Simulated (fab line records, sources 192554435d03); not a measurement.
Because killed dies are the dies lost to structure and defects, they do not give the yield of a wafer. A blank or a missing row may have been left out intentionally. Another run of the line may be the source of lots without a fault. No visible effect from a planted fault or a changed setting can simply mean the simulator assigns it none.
Which tool is to blame?    flow n5-finfet    29 wafers from 10 lots sampled at 5 of the route's 1938 steps

## WHAT THE GAUGES SHOWED, per wafer
N5_BEOL_M4_RC_MEAS_101. Usual: DIBL_N 35.9 mV/V, standard deviation 1.7; DIBL_P 35.8 mV/V, standard deviation 2.2; IOFF_N 0.15 nA/um, standard deviation 0.03; IOFF_P 0.21 nA/um, standard deviation 0.036; ION_N 674 uA/um, standard deviation 12; ION_P 463 uA/um, standard deviation 7.2; SS_N 71.3 mV/dec, standard deviation 0.59; SS_P 73.1 mV/dec, standard deviation 0.69; VT_N 250 mV, standard deviation 3; VT_P -251 mV, standard deviation 3.2.
lot   measured      on         DIBL_N (mV/V)   DIBL_P (mV/V)   IOFF_N (nA/um)  IOFF_P (nA/um)  ION_N (uA/um)  ION_P (uA/um)  SS_N (mV/dec)   SS_P (mV/dec)   VT_N (mV)    VT_P (mV)       flag
L662  day 8 09:34   prober-01  34.2 33.6 34.9  33.4 33.0 34.2  0.13 0.12 0.14  0.20 0.19 0.20  674 658 668    468 462 462    71.0 71.3 71.7  72.0 72.1 73.0  249 254 252  -251 -250 -249  
L664  day 8 18:11   prober-01  36.8 36.7 36.3  37.1 36.6 36.3  0.17 0.16 0.17  0.23 0.22 0.22  676 678 682    469 469 472    71.6 71.8 71.7  73.7 73.8 73.7  250 252 249  -248 -249 -249  
L666  day 9 18:02   prober-02  36.5 37.8 38.6  36.2 37.1 38.2  0.16 0.18 0.20  0.21 0.23 0.25  676 693 684    465 464 471    71.3 71.6 72.5  72.6 72.4 73.0  249 246 246  -251 -248 -247  
L670  day 11 00:13  prober-02  33.3 34.1 34.9  32.4 35.3 33.7  0.10 0.12 0.12  0.14 0.17 0.15  656 665 649    457 457 447    70.1 70.3 70.9  71.9 73.2 72.8  252 253 253  -255 -255 -258  
L672  day 11 06:11  prober-02  36.6 36.3 35.5  36.5 36.8 35.2  0.17 0.16 0.14  0.24 0.23 0.22  688 669 677    472 456 468    71.1 71.7 71.4  72.9 73.5 73.3  246 251 252  -246 -249 -250  
L673  day 11 15:34  prober-01  32.7 35.3 31.8  32.4 36.1 30.5  0.11 0.15 0.10  0.16 0.21 0.13  669 677 656    464 464 449    70.6 71.8 70.6  72.3 73.0 71.8  252 250 257  -254 -250 -255  
L676  day 12 10:49  prober-02  37.9 36.4 36.6  38.3 35.6 38.0  0.17 0.15 0.17  0.22 0.18 0.21  667 671 690    454 454 467    72.1 71.3 71.4  74.6 73.2 73.1  249 252 251  -252 -254 -251  
L677  day 12 07:35  prober-01  32.6 34.0 33.3  32.8 34.3 33.3  0.12 0.14 0.12  0.17 0.19 0.17  659 673 674    464 467 463    70.5 70.6 70.7  71.4 72.4 71.8  253 252 251  -250 -250 -251  
L679  day 13 04:11  prober-01  33.5 32.6 36.3  33.8 31.7 35.8  0.13 0.11 0.17  0.19 0.17 0.22  670 645 681    464 447 468    70.4 70.0 71.0  72.4 72.1 73.4  250 252 251  -248 -251 -248  
L680  day 13 05:05  prober-02  37.1 35.7       36.8 35.6       0.17 0.15       0.25 0.22       679 677        472 464        71.1 71.6       73.1 73.1       249 249      -246 -248       

## WHAT TOOL EACH LOT RAN ON (gives the tool, then ch and the chambers of the sampled wafers, and finally the start)
lot   N5_STI_FIN_REVEAL_STRIP_24         N5_DUMMY_GATE_CMP_04          N5_DUMMY_GATE_COAT_09             N5_DUMMY_GATE_DESCUM_20
L662  rie-diel-01 ch 0,2,3, day 3 01:20  cmp-01 ch 0,2,3, day 3 08:48  litho-track-05 ch 0, day 3 13:01  rie-diel-04 ch 0,1,2, day 3 13:34
L664  rie-diel-02 ch 0,2, day 3 10:29    cmp-01 ch 1,2, day 3 17:26    litho-track-01 ch 0, day 3 21:43  rie-diel-06 ch 1,2,3, day 3 22:06
L666  rie-diel-02 ch 2,3, day 3 23:20    cmp-04 ch 0,1,2, day 4 06:49  litho-track-01 ch 0, day 4 11:02  rie-diel-06 ch 0,2,3, day 4 11:35
L670  rie-diel-01 ch 0,1,2, day 5 00:13  cmp-01 ch 1,2, day 5 08:16    litho-track-05 ch 0, day 5 12:30  rie-diel-06 ch 0,3, day 5 13:01
L672  rie-diel-05 ch 0,1,3, day 5 11:11  cmp-01 ch 1,2, day 5 18:08    litho-track-01 ch 0, day 6 01:58  rie-diel-06 ch 1,2, day 6 02:20
L673  rie-diel-02 ch 0,2,3, day 5 16:21  cmp-02 ch 0,1, day 6 05:38    litho-track-01 ch 0, day 6 09:53  rie-diel-03 ch 1,2,3, day 6 10:17
L676  rie-diel-05 ch 0,1,3, day 6 10:17  cmp-02 ch 0,1,3, day 6 17:20  litho-track-04 ch 0, day 6 21:35  rie-diel-04 ch 0,2, day 6 22:06
L677  rie-diel-02 ch 0,1,3, day 6 15:03  cmp-04 ch 0,1,3, day 6 22:02  litho-track-05 ch 0, day 7 02:20  rie-diel-03 ch 0,1,3, day 7 02:51
L679  rie-diel-05 ch 0,1,3, day 7 04:33  cmp-02 ch 0,2,3, day 7 11:29  litho-track-05 ch 0, day 7 15:46  rie-diel-04 ch 0,2,3, day 7 16:10
L680  rie-diel-05 ch 2,3, day 7 10:13    cmp-02 ch 1,3, day 7 17:21    litho-track-05 ch 0, day 7 21:32  rie-diel-03 ch 1,2, day 7 22:03
- N5_STI_FIN_REVEAL_STRIP_24: strips in N2/H2, time 90 s.
- N5_DUMMY_GATE_CMP_04: polishes a-Si.
- N5_DUMMY_GATE_COAT_09: resist thk 30 nm.
- N5_DUMMY_GATE_DESCUM_20: chemistry O2, time 6.2 s.

## AS READ BY THE TOOLS THEMSELVES (means over the sampled wafers that have a number; for cases with no such wafer, the mark the record gives instead)
N5_STI_FIN_REVEAL_STRIP_24. Usual: drypump-motor-current-A 5.9 A, standard deviation 0.44; oes-product-au 0.78 a.u., standard deviation 0.086; rf-vpp-V 45.2 V, standard deviation 0.92; showerhead-plenum-p-Torr 3.39 Torr, standard deviation 0.11; throttle-valve-pct 12.20 %, standard deviation 0.26.
lot   tool         drypump-motor-current-A (A)  oes-product-au (a.u.)  rf-vpp-V (V)  showerhead-plenum-p-Torr (Torr)  throttle-valve-pct (%)  flag
L662  rie-diel-01  5.4                          0.73                   45.9          3.40                             12.48                   
L664  rie-diel-02  6.2                          0.92                   45.2          3.49                             11.86                   
L666  rie-diel-02  6.5                          0.84                   46.0          3.44                             12.01                   
L670  rie-diel-01  5.6                          0.73                   45.5          3.35                             12.45                   
L672  rie-diel-05  5.8                          0.79                   45.1          3.43                             12.13                   
L673  rie-diel-02  6.3                          0.83                   44.8          3.41                             12.00                   
L676  rie-diel-05  5.8                          0.78                   45.6          3.43                             12.14                   
L677  rie-diel-02  6.0                          0.77                   45.9          3.32                             12.15                   
L679  rie-diel-05  5.8                          0.77                   45.8          3.42                             12.15                   
L680  rie-diel-05  5.6                          0.78                   45.5          3.45                             12.20                   

N5_DUMMY_GATE_CMP_04. Usual: motor-current-A 10.0 A, standard deviation 1; retaining-ring-pressure-frac 1.000, standard deviation 0.0052; time-to-endpoint-s 13.5 s, standard deviation 2.2.
lot   tool    motor-current-A (A)  retaining-ring-pressure-frac  time-to-endpoint-s (s)  flag
L662  cmp-01  10.4                 1.005                         13.2                    
L664  cmp-01  8.6                  0.998                         13.3                    
L666  cmp-04  9.8                  1.000                         12.1                    
L670  cmp-01  9.9                  1.001                         16.3                    
L672  cmp-01  9.8                  0.995                         14.0                    
L673  cmp-02  11.3                 1.001                         13.2                    
L676  cmp-02  10.4                 0.999                         14.9                    
L677  cmp-04  9.9                  0.997                         13.8                    
L679  cmp-02  10.0                 0.998                         13.7                    
L680  cmp-02  10.2                 0.999                         17.7                    

N5_DUMMY_GATE_COAT_09. Usual: chill-plate-temp-C 23.01 C, standard deviation 0.11; spin-speed-rpm 1500.0 rpm, standard deviation 0.93.
lot   tool            chill-plate-temp-C (C)  spin-speed-rpm (rpm)  flag
L662  litho-track-05  22.95                   1500.1                
L664  litho-track-01  22.99                   1499.0                
L666  litho-track-01  22.93                   1499.2                
L670  litho-track-05  23.17                   1500.1                
L672  litho-track-01  23.07                   1238.4                OFF
L673  litho-track-01  22.96                   1238.9                OFF
L676  litho-track-04  22.93                   1499.8                
L677  litho-track-05  22.84                   1500.4                
L679  litho-track-05  23.05                   1499.8                
L680  litho-track-05  22.98                   1500.0                

N5_DUMMY_GATE_DESCUM_20. Usual: drypump-motor-current-A 5.5 A, standard deviation 0.43; oes-product-au 0.77 a.u., standard deviation 0.068; rf-vpp-V 243.0 V, standard deviation 1.3; showerhead-plenum-p-Torr 2.08 Torr, standard deviation 0.068; throttle-valve-pct 20.51 %, standard deviation 0.26.
lot   tool         drypump-motor-current-A (A)  oes-product-au (a.u.)  rf-vpp-V (V)  showerhead-plenum-p-Torr (Torr)  throttle-valve-pct (%)  flag
L662  rie-diel-04  5.4                          0.75                   243.2         2.08                             20.66                   
L664  rie-diel-06  5.5                          0.74                   242.7         2.09                             20.55                   
L666  rie-diel-06  5.7                          0.75                   243.7         2.11                             20.30                   
L670  rie-diel-06  5.9                          0.79                   243.2         2.12                             20.17                   
L672  rie-diel-06  5.8                          0.77                   242.6         2.05                             20.62                   
L673  rie-diel-03  5.5                          0.75                   243.2         2.09                             20.60                   
L676  rie-diel-04  5.6                          0.85                   242.7         2.03                             20.30                   
L677  rie-diel-03  5.6                          0.76                   242.3         2.01                             20.59                   
L679  rie-diel-04  5.3                          0.81                   243.4         2.04                             20.34                   
L680  rie-diel-03  5.4                          0.73                   243.7         2.13                             20.55                   

## THE ANSWER, worked out from the rows above alone
Rule: a lot counts as off when the mean over its wafers that have a number is more than 3 standard deviations away from the usual mean. Also off: a lot with no number at a reading for which 4 or more lots have one. The other lots that the step has rows for count as sound. After the gauges, taken in route order, come the tools' own readings; for these a lot's mean is taken, as printed above. At the first step where some lot is off, the reading lying furthest off is the one used; lots without a number count as furthest.
Off: L672, L673 (N5_DUMMY_GATE_COAT_09, spin-speed-rpm).
A tool fits if, at that step or a process step before it, it ran every lot that is off, and no sound lot after the first of them. One fits: N5_DUMMY_GATE_COAT_09 on litho-track-01. A fault onset in the window from L666 (day 4 11:02, its last sound lot) to L672 (day 6 01:58, its first lot off) fits.
The tool's own readings at N5_DUMMY_GATE_COAT_09 bear it out: on the lots that are off they differ by more than 5 times the standard deviation of the sound lots' means. spin-speed-rpm reads 1238.7 rpm there against 1499.8 rpm on the sound lots.

## WHAT THE SIMULATOR HAD INSERTED
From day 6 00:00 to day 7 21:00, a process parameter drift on litho-track-01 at N5_DUMMY_GATE_COAT_09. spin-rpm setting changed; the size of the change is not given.
Lots struck among those shown: L672, L673. The same result came from the rule above.
